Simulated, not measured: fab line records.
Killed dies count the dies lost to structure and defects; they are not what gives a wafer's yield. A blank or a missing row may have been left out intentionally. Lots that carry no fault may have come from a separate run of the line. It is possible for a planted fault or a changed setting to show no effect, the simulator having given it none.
One fault seen from 3 desks -- flow n5-finfet -- every desk sees just its own numbers, and what lay behind them comes last

## METROLOGY DESK
Lot by lot, what the gauges showed, no matter which tool ran the lot: averages of those sampled wafers that carry a number. If a lot's mean is further than 4 standard deviations from the usual mean, the lot is out of limits and carries the mark OUT (the distance appears in the brackets). Shown here are 7 of its 11 readings, the ones lying furthest out on some lot.
Columns: A = M3_OVL at N5_BEOL_M3_OVL_MEAS_12, usual 0.1 nm; B = DIBL_N at N5_BEOL_M4_RC_MEAS_101, usual 35.9 mV/V; C = DIBL_P at N5_BEOL_M4_RC_MEAS_101, usual 36.2 mV/V; D = IOFF_N at N5_BEOL_M4_RC_MEAS_101, usual 0.16 nA/um; E = IOFF_P at N5_BEOL_M4_RC_MEAS_101, usual 0.22 nA/um; F = SS_P at N5_BEOL_M4_RC_MEAS_101, usual 73.2 mV/dec; G = VT_P at N5_BEOL_M4_RC_MEAS_101, usual -250 mV
lot,first seen here,A,B,C,D,E,F,G
L380,day 7 02:41,0.7,35.1,36.9,0.15,0.20,73.4,-250
L385,day 8 15:28,1.2,37.8,38.4,0.17,0.21,73.5,-252
L386,day 8 21:43,-0.7,35.6,34.4,0.15,0.22,73.0,-248
L387,day 9 16:10,0.2,35.2,37.5,0.16,0.22,73.3,-249
L394,day 10 23:59,-0.2,35.2,35.4,0.14,0.17,72.5,-255
L395,day 11 05:43,-0.2,36.2,35.4,0.16,0.21,72.9,-250
L397,day 12 02:28,0.9,38.5,38.9,0.19,0.27,74.3,-245
L400,day 12 20:19,0.3,35.2,33.8,0.15,0.20,72.6,-251
L401,day 13 02:29,0.2,36.7,36.4,0.16,0.23,73.4,-248
This desk's finding: nothing out of limits on any of the 9 lots.

## THE DEFECT DESK
Counts from the inspections along the route, per lot, as means over the sampled wafers that have a number. If a lot's mean is further than 4 standard deviations from the usual mean, the lot is out of limits and carries the mark OUT (the distance appears in the brackets).
Columns: A = raw-defect-count at N5_BEOL_M3_INSPECT_30, usual 432
lot,first seen here,A
L380,day 7 05:19,521
L385,day 8 16:31,510
L386,day 8 22:52,360
L387,day 9 17:22,326
L394,day 11 01:02,444
L395,day 11 06:46,465
L397,day 12 03:25,356
L400,day 12 21:19,385
L401,day 13 03:32,466
This desk's finding: nothing out of limits on any of the 9 lots.

## AT THE TOOL OWNER'S DESK: rie-diel-04
The tool's own readings at N5_BEOL_M3_ETCH_77 (etches underlayer in N2/H2, target depth 6.5 nm, time 5.2 s): means of the sampled wafers that have a number, for each lot that ran on this tool. If a lot's mean is further than 4 standard deviations from the usual mean, the lot is out of limits and carries the mark OUT (the distance appears in the brackets). It has 8 readings, of which 7 appear: the earliest out of limits, and the ones furthest out on some lot.
Columns: A = etch-rf-on-time-s at N5_BEOL_M3_ETCH_77, usual 5.19 s; B = n2-flow-sccm at N5_BEOL_M3_ETCH_77, usual 199.9 sccm; C = oes-product-au at N5_BEOL_M3_ETCH_77, usual 0.66 a.u.; D = rf-fwd-power-W at N5_BEOL_M3_ETCH_77, usual 819.6 W; E = rf-vpp-V at N5_BEOL_M3_ETCH_77, usual 524 V; F = showerhead-plenum-p-Torr at N5_BEOL_M3_ETCH_77, usual 2.56 Torr; G = throttle-valve-pct at N5_BEOL_M3_ETCH_77, usual 17.91 %
lot,first seen here,A,B,C,D,E,F,G
L380,day 7 07:12,5.20,199.5,0.62,823.0,526,2.62,18.05
L385,day 8 16:35,3.63 (-13) OUT,200.1,0.77,820.0,527,2.62,18.21
L386,day 8 22:56,4.71 (-4.0) OUT,199.9,0.68,819.5,526,2.60,17.99
L387,day 9 17:26,4.21 (-8.2) OUT,200.0,0.74,821.5,524,2.60,17.81
L400,day 12 21:23,5.23,200.0,0.70,820.2,525,2.59,17.63
This desk's verdict: out of limits on L385, L386, L387, starting with L385 at day 8 16:35 (etch-rf-on-time-s at N5_BEOL_M3_ETCH_77). Within limits: L380, L400.

## BROUGHT TOGETHER
An alarm could have come from the tool owner's desk at day 8 16:35, on L385, L386, L387.
From the metrology desk's view, nothing was out of limits.
No out-of-limits result turned up at the defect desk.
The metrology desk holds a record of L385, L386, L387, inside its limits.
The defect desk has L385, L386, L387 on record, within its limits.
Every lot named ran N5_BEOL_M3_ETCH_77 on rie-diel-04.

## WHAT THE SIMULATOR HAD INSERTED
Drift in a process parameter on rie-diel-04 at N5_BEOL_M3_ETCH_77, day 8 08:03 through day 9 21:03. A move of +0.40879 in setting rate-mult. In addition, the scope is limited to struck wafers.
Lots struck among those shown: L385, L386, L387.
Time in hours from fault onset to the first out-of-limits reading at each desk: the tool owner's desk, 9.
